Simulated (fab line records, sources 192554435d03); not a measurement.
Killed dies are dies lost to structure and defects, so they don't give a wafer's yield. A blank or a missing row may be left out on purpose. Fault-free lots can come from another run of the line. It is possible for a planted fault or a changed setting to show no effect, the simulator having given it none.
fab line records	flow n5_finfet	part 1 of 2: steps 1 to 15 of 16
[record] lots = 7	wafers = 21	last_day = 22
route steps=1938 shown HKMG_FIN@445 BEOL_M4@1111 PASSIVATION@1936
lots untouched by any fault: they come from a run of this same line in which no faults occurred
start_h: the number of hours between the record's first day and the start of the first shown wafer of the lot	wait_h: time in hours since the lot's previous step	" identical to the entry in the row above	L1.1+2: one row covering several wafers at once	- no value, or no start given	* or withheld: withheld	< > ~ a bound
route shown NAME@n: a module of which the file shows steps, and the number in the route of the first	usual: the fault-free wafers' mean and standard deviation	same: alike in all rows	chamber/n: place in a boat	sites: the reading at each site	_std_site: standard deviation across them	_edge_site: outer sites' mean less inner sites'	radius_mm: for every site, how far away it sits from the centre of the wafer	mask NAME#n: copy n	behind: the last tool/chamber to shape the wafer	hold: what put the lot on hold/how long, in hours/how the hold closed	device: whichever transistor did not switch (one of n, p or np)	end of line: the route-end tests of the same wafers	a step with no rows: only its recipe	killed: dies lost to structure and defects at the first sort, not the wafer's yield	map: per-die view of a wafer (x killed, . not killed, _ where there is no die)
set.NAME: the setting the step ran with; set.NAME@STEP: the setting that earlier step ran with	model.NAME: the simulator's own value behind a step, which no gauge read
a table for each step, a row for each wafer; lots at some steps of the route
services: the hour from which a tool's chamber was out of use, counted from the record's first day as start_h (under 0 if before that day), plus the number of hours and why
[[steps]]
[step N5_HKMG_FIN_STRIP_89]
[recipe] chemistry = N2/H2	material = SOC	time_s = 20	power_w = 500	temp_c = 40	pressure_mtorr = 50	rf_frequency_hz = 6e+07	bias_power_w = 8	h2_frac = 0.5	n2_flow_sccm = 300	h2_flow_sccm = 300
[step N5_HKMG_FIN_WET_ETCH_87]
[recipe] chemistry = SC1	target = TiN	mix = 1:2:40	temp_c = 50	time_s = 154.2	target_depth_nm = 4.7	dry = ipa_marangoni	rinse_time_s = 30	rinse_temp_c = 23
[step N5_HKMG_FIN_STRIP_88]
[recipe] chemistry = N2/H2	power_w = 2500	temp_c = 300	h2_frac = 0.65	time_s = 360	pressure_mtorr = withheld	n2_flow_sccm = 1750	h2_flow_sccm = 3250
[step N5_HKMG_FIN_NWFM_ALD_20]
[recipe] material = TiAlC	target_thk_a = 20	temp_c = 300	ald_precursor_family = TiCl4	ald_co_reactant = TEA	pulse_time_s = 3	purge_time_s = 2	co_reactant_purge_time_s = 2	co_reactant_pulse_time_s = 10	ald_cycles = 7	pressure_torr = 3
[step N5_HKMG_FIN_ALD_71]
[recipe] material = TiN	target_thk_a = 10	temp_c = 400	ald_precursor_family = TiCl4	ald_co_reactant = NH3	pulse_time_s = 1	purge_time_s = 3	co_reactant_purge_time_s = 2	co_reactant_pulse_time_s = 2	ald_cycles = 47	pressure_torr = 3
[usual] chamber_pressure_Torr = 3.000/0.0065	heater_power_outer_w = 546/65	heater_power_w = 877/98	precursor_pulse_height_rel = 1.001/0.021
[same] ald_cycles = 47
lot.wafer	tool	chamber	start_h	wait_h	chamber_pressure_Torr	heater_power_outer_w	heater_power_w	precursor_pulse_height_rel
L316.1	ald_metal-02	3	88.20	0.0	3.002	574	948	1.001
L316.3	"	2	"	"	3.009	572	999	1.025
L316.6	"	2	"	"	3.000	554	992	1.004
L322.3	ald_metal-04	3	119.30	0.0	3.013	657	962	1.014
L322.5	"	3	"	"	3.005	676	942	1.006
L322.6	"	2	"	"	2.992	540	839	1.028
L323.2	ald_metal-02	2	128.21	0.0	3.005	571	997	0.975
L323.4	"	1	"	"	2.997	642	957	1.006
L323.5	"	0	"	"	2.994	474	735	1.026
L324.1	ald_metal-04	0	136.69	0.0	3.000	552	864	0.995
L324.5	"	3	"	"	3.010	663	934	1.021
L324.6	"	0	"	"	2.993	564	894	1.014
L329.1	ald_metal-01	3	161.33	0.0	2.999	443	734	0.988
L329.3	"	1	"	"	3.000	511	817	1.035
L329.4	"	3	"	"	2.996	445	707	1.001
L332.4	ald_metal-04	2	178.03	0.0	3.009	537	833	0.979
L332.5	"	2	"	"	3.007	546	861	0.993
L332.6	"	1	"	"	3.006	578	941	1.017
L334.2	ald_metal-04	2	189.80	0.0	2.986	535	844	0.994
L334.3	"	3	"	"	3.001	647	947	1.023
L334.6	"	3	"	"	3.001	663	941	0.986
[step N5_HKMG_FIN_COAT_66]
[recipe] resist = SOC	temp_c = 250	time_s = 60	spin_rpm = 1500	resist_thk_nm = 300
[step N5_HKMG_FIN_ETCH_67]
[recipe] chemistry = N2/H2	target = SOC	target_depth_a = 3889	stop_on = TiN	ion_energy_ev = 100	bias_w = 61	pressure_mtorr = 30	source_w = 850	n2_flow_sccm = 200	h2_flow_sccm = 200
[usual] drypump_motor_current_A = 5.6/0.34	oes_product_au = 0.77/0.084	rf_vpp_V = 240.7/1.5	showerhead_plenum_p_Torr = 2.55/0.1	throttle_valve_pct = 17.92/0.13
lot.wafer	tool	chamber	start_h	wait_h	drypump_motor_current_A	oes_product_au	rf_hours_counter_h	rf_vpp_V	showerhead_plenum_p_Torr	throttle_valve_pct
L316.1	rie_diel-05	2	88.54	-	5.7	0.72	191	242.6	2.63	18.09
L316.3	"	0	"	"	6.3	0.69	241	241.3	2.62	18.24
L316.6	"	3	"	"	6.5	0.73	-	242.1	2.64	17.83
L322.3	rie_diel-05	2	119.64	-	5.8	0.71	202	241.1	2.62	18.10
L322.5	"	3	"	"	6.6	0.73	-	241.0	2.64	17.86
L322.6	"	2	"	"	5.8	0.70	-	242.8	2.62	18.10
L323.2	rie_diel-04	2	128.55	-	5.2	0.71	191	240.7	2.51	17.78
L323.4	"	0	"	"	6.1	0.68	240	238.5	2.41	18.05
L323.5	"	1	"	"	5.5	0.93	-	239.2	2.49	17.90
L324.1	rie_diel-04	0	137.09	-	6.1	0.68	243	238.7	2.41	18.07
L324.5	"	3	"	"	5.1	0.70	-	240.8	2.62	18.09
L324.6	"	0	"	"	6.1	0.68	-	239.2	2.41	18.06
L329.1	rie_diel-02	1	161.69	-	5.8	0.74	160	243.2	2.64	17.79
L329.3	"	0	"	"	5.6	0.71	186	239.1	2.43	17.72
L329.4	"	3	"	"	5.6	0.77	140	239.1	2.44	17.99
L332.4	rie_diel-02	3	178.39	-	5.6	0.75	145	238.9	2.44	18.01
L332.5	"	0	"	"	5.6	0.70	-	239.5	2.42	17.73
L332.6	"	3	"	"	5.6	0.75	-	239.6	2.44	17.99
L334.2	rie_diel-02	0	190.25	-	5.6	0.70	197	238.0	2.42	17.74
L334.3	"	2	"	"	5.7	0.79	101	242.5	2.68	18.00
L334.6	"	1	"	"	5.8	0.73	-	242.0	2.64	17.81
[step N5_HKMG_FIN_STRIP_90]
[recipe] chemistry = N2/H2	material = SOC	time_s = 20	power_w = 500	temp_c = 40	pressure_mtorr = 50	rf_frequency_hz = 6e+07	bias_power_w = 8	h2_frac = 0.5	n2_flow_sccm = 300	h2_flow_sccm = 300
[step N5_HKMG_FIN_WET_ETCH_73]
[recipe] chemistry = SC1	mix = 1:2:40	temp_c = 50	time_s = 42.3	target_depth_nm = 1.3	dry = ipa_marangoni	rinse_time_s = 30	rinse_temp_c = 23
[step N5_HKMG_FIN_ETCHBACK_68]
[recipe] chemistry = Cl2/Ar	stop_on = HfO2	target_depth_a = 5	pressure_mtorr = 10	icp_w = 600	bias_w = 60	Cl2_flow_sccm = 40	Ar_flow_sccm = 60
[usual] drypump_motor_current_A = 5.60/0.27	he_backside_leak_sccm = 3.41/0.22	oes_product_au = 0.70/0.066	throttle_valve_pct = 20.87/0.1
lot.wafer	tool	chamber	start_h	wait_h	drypump_motor_current_A	he_backside_leak_sccm	oes_product_au	rf_hours_counter_h	throttle_valve_pct
L316.1	rie_metal-01	0	88.76	0.0	5.56	3.63	0.68	87	20.75
L316.3	"	1	"	"	5.86	3.66	0.67	-	21.02
L316.6	"	1	"	"	5.88	3.56	0.67	-	21.01
L322.3	rie_metal-02	1	119.93	0.1	5.67	3.27	0.62	-	20.99
L322.5	"	0	"	"	6.25	3.38	0.79	-	20.87
L322.6	"	1	"	"	5.68	3.25	0.62	-	21.00
L323.2	rie_metal-03	0	128.77	0.0	5.34	3.24	0.68	76	20.76
L323.4	"	1	"	"	5.45	3.42	0.81	-	20.88
L323.5	"	1	"	"	5.44	3.64	0.81	-	20.90
L324.1	rie_metal-03	1	137.30	0.0	5.44	3.46	0.82	33	20.89
L324.5	"	1	"	"	5.44	3.48	0.81	-	20.90
L324.6	"	0	"	"	5.34	3.11	0.68	-	20.78
L329.1	rie_metal-03	0	161.91	0.0	5.32	3.24	0.67	80	20.78
L329.3	"	0	"	"	5.32	3.18	0.66	-	20.78
L329.4	"	1	"	"	5.45	3.53	0.81	-	20.90
L332.4	rie_metal-03	0	178.64	0.1	5.32	2.85	0.67	-	20.78
L332.5	"	0	"	"	5.33	3.27	0.67	-	20.78
L332.6	"	1	"	"	5.45	3.34	0.81	-	20.89
L334.2	rie_metal-01	1	190.47	0.0	5.87	3.40	0.65	91	21.03
L334.3	"	1	"	"	5.88	3.35	0.65	-	21.03
L334.6	"	1	"	"	5.89	4.89	0.65	-	21.04
[step N5_HKMG_FIN_STRIP_69]
[recipe] chemistry = N2/H2	power_w = 2500	temp_c = 300	h2_frac = 0.65	time_s = 360	pressure_mtorr = withheld	n2_flow_sccm = 1750	h2_flow_sccm = 3250
[usual] drypump_motor_current_A = 5.9/0.58	heater_power_w = 430/22
lot.wafer	tool	chamber	start_h	wait_h	drypump_motor_current_A	heater_power_w	rf_hours_counter_h
L316.1	plasma_asher-02	0	88.94	0.1	6.7	439	44
L316.3	"	0	"	"	6.6	453	-
L316.6	"	0	"	"	6.6	453	-
L322.3	plasma_asher-02	1	120.15	0.2	5.1	458	-
L322.5	"	0	"	"	6.6	456	-
L322.6	"	1	"	"	5.1	457	-
L323.2	plasma_asher-01	0	128.91	0.1	6.0	403	92
L323.4	"	0	"	"	6.0	404	-
L323.5	"	1	"	"	6.0	420	-
L324.1	plasma_asher-02	1	137.44	0.1	5.1	447	53
L324.5	"	1	"	"	5.0	441	-
L324.6	"	0	"	"	6.6	443	-
L329.1	plasma_asher-02	0	162.11	0.2	6.6	448	59
L329.3	"	1	"	"	5.1	456	-
L329.4	"	0	"	"	6.6	456	-
L332.4	plasma_asher-01	1	178.86	0.2	6.0	415	-
L332.5	"	1	"	"	6.0	407	-
L332.6	"	0	"	"	6.1	399	-
L334.2	plasma_asher-02	1	190.61	0.1	5.1	444	64
L334.3	"	0	"	"	6.6	451	-
L334.6	"	1	"	"	5.1	449	-
[step N5_HKMG_FIN_ALD_21]
[recipe] material = TiN	target_thk_a = 15	temp_c = 400	ald_precursor_family = TiCl4	ald_co_reactant = NH3	pulse_time_s = 1	purge_time_s = 3	co_reactant_purge_time_s = 2	co_reactant_pulse_time_s = 2	ald_cycles = 68	pressure_torr = 3
[step N5_HKMG_FIN_ALD_72]
[recipe] material = W	target_thk_a = 20	temp_c = 300	pressure_torr = 7.5	ald_precursor_family = WF6	ald_co_reactant = B2H6	pulse_time_s = 1	purge_time_s = 2	co_reactant_purge_time_s = 2	co_reactant_pulse_time_s = 3	ald_cycles = 7
[usual] ald_cycles = 7/0	chamber_pressure_Torr = 7.502/0.018	heater_power_outer_w = 263/39	heater_power_w = 462/62	precursor_pulse_height_rel = 1.000/0.018
lot.wafer	tool	chamber	start_h	wait_h	ald_cycles	chamber_pressure_Torr	heater_power_outer_w	heater_power_w	precursor_pulse_height_rel
L316.1	cvd_w-02	1	89.69	0.2	7	7.491	258	412	1.021
L316.3	"	1	"	"	7	7.490	252	418	0.975
L316.6	"	1	"	"	7	7.504	252	420	1.003
L322.3	cvd_w-01	1	120.80	0.2	-	-	-	-	-
L322.5	"	0	"	"	-	-	-	-	-
L322.6	"	1	"	"	-	-	-	-	-
L323.2	cvd_w-02	0	129.66	0.2	-	-	-	-	-
L323.4	"	1	"	"	-	-	-	-	-
L323.5	"	0	"	"	-	-	-	-	-
L324.1	cvd_w-01	1	138.19	0.2	-	-	-	-	-
L324.5	"	1	"	"	-	-	-	-	-
L324.6	"	0	"	"	-	-	-	-	-
L329.1	cvd_w-02	1	162.86	0.2	7	7.484	254	421	0.990
L329.3	"	1	"	"	7	7.482	258	433	1.010
L329.4	"	0	"	"	7	7.512	305	551	0.985
L332.4	cvd_w-01	0	179.59	0.0	7	7.524	248	441	0.980
L332.5	"	0	"	"	7	7.542	245	445	1.032
L332.6	"	1	"	"	7	7.480	212	403	0.983
L334.2	cvd_w-02	0	191.36	0.2	7	7.496	329	553	1.008
L334.3	"	1	"	"	7	7.495	264	416	0.966
L334.6	"	0	"	"	7	7.496	317	564	0.986
[step N5_HKMG_FIN_W_FILL_22]
[recipe] material = W	target_thk_a = 600	temp_c = 400	pressure_torr = 39.4	time_s = 18.2
[usual] heater_power_outer_w = 518/80	heater_power_w = 826/110	throttle_valve_pct = 18.8/0.78
lot.wafer	tool	chamber	start_h	wait_h	heater_power_outer_w	heater_power_w	throttle_valve_pct
L316.1	cvd_w-02	1	89.75	0.0	500	756	19.7
L316.3	"	1	"	"	505	733	19.9
L316.6	"	1	"	"	498	757	19.9
L322.3	cvd_w-01	1	120.85	0.0	408	717	18.7
L322.5	"	0	"	"	477	779	18.3
L322.6	"	1	"	"	412	724	19.0
L323.2	cvd_w-02	0	129.72	0.0	614	996	18.0
L323.4	"	1	"	"	508	737	19.9
L323.5	"	0	"	"	622	1002	17.9
L324.1	cvd_w-01	1	138.25	0.0	420	749	19.1
L324.5	"	1	"	"	412	734	18.9
L324.6	"	0	"	"	490	790	18.5
L329.1	cvd_w-02	1	162.93	0.0	496	760	19.7
L329.3	"	1	"	"	511	748	19.8
L329.4	"	0	"	"	627	986	17.9
L332.4	cvd_w-01	0	179.64	0.0	497	796	18.8
L332.5	"	0	"	"	479	785	18.6
L332.6	"	1	"	"	421	730	19.2
L334.2	cvd_w-02	0	191.42	0.0	635	989	18.2
L334.3	"	1	"	"	507	745	19.8
L334.6	"	0	"	"	629	1003	17.9
[step N5_BEOL_M4_RC_MEAS_101]
[usual] DIBL_N = 36.3/1.1	DIBL_P = 36.3/1.4	IOFF_N = 0.155/0.019	IOFF_P = 0.211/0.027	ION_N = 672/8.5	ION_P = 462/5.8	SS_N = 71.5/0.56	SS_P = 73.3/0.52	VT_N = 249.9/2.5	VT_P = -249.8/2.8
lot.wafer	tool	chamber	start_h	wait_h	DIBL_N[mV/V]	DIBL_P[mV/V]	IOFF_N[nA/um]	IOFF_P[nA/um]	ION_N[uA/um]	ION_P[uA/um]	SS_N[mV/dec]	SS_P[mV/dec]	VT_N[mV]	VT_P[mV]
L316.1	prober-01	0	210.04	0.0	35.1	36.2	0.143	0.197	664	453	71.6	72.3	253.7	-249.6
L316.3	"	0	"	"	35.3	36.1	0.152	0.196	681	460	72.1	73.4	248.7	-252.2
L316.6	"	0	"	"	38.4	40.2	0.228	0.288	693	467	71.9	74.4	246.0	-245.8
L329.1	prober-02	0	354.88	0.0	35.3	34.7	0.149	0.230	675	468	71.3	72.3	248.8	-244.9
L329.3	"	0	"	"	34.4	33.6	0.127	0.205	668	465	71.0	73.2	250.5	-245.8
L329.4	"	0	"	"	37.8	37.0	0.181	0.268	672	468	72.1	74.3	245.3	-246.3
L332.4	prober-01	0	376.75	0.5	35.4	34.8	0.151	0.195	681	464	71.3	73.0	250.4	-250.3
L332.5	"	0	"	"	36.7	36.3	0.170	0.219	685	466	71.9	73.4	247.7	-248.3
L332.6	"	0	"	"	36.6	36.2	0.169	0.214	684	467	71.5	73.8	248.6	-247.7
L334.2	prober-02	0	391.49	0.2	35.5	36.1	0.146	0.202	671	463	71.5	72.4	251.1	-248.8
L334.3	"	0	"	"	36.0	36.0	0.147	0.205	675	466	70.9	72.3	251.9	-248.4
L334.6	"	0	"	"	34.5	34.1	0.123	0.172	663	464	70.9	72.8	253.5	-252.7
[[key]]
[first_sign] step = N5_HKMG_FIN_ALD_72	reading = tool_record	direction = missing
[effect] step = N5_PASSIVATION_PROBE_49	reading = killed_at_front_end	direction = up	sigmas = 99+	usual = 38	struck = 1122
[more_kills_born_at] N5_HKMG_FIN_ALD_72@cvd_w-01 = 6546	N5_HKMG_FIN_ALD_72@cvd_w-02 = 3231
met_at N5_HKMG_FIN_ALD_72
struck_wafers L322.3,L322.5,L322.6,L323.2,L323.4,L323.5,L324.1,L324.5,L324.6
later_rows_left_out L322.3,L322.5,L322.6,L323.2,L323.4,L323.5,L324.1,L324.5,L324.6
onset_between 89.69 120.80
[fault] kind = skipped_step_whole	tool = cvd_w-01,cvd_w-02	chamber = -	onset_h = 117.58	steps = N5_HKMG_FIN_ALD_72	scope = struck_lots_only
// later_rows_left_out: the simulator's readings of these wafers behind a module that went badly wrong aren't trusted and aren't shown, but for the sort
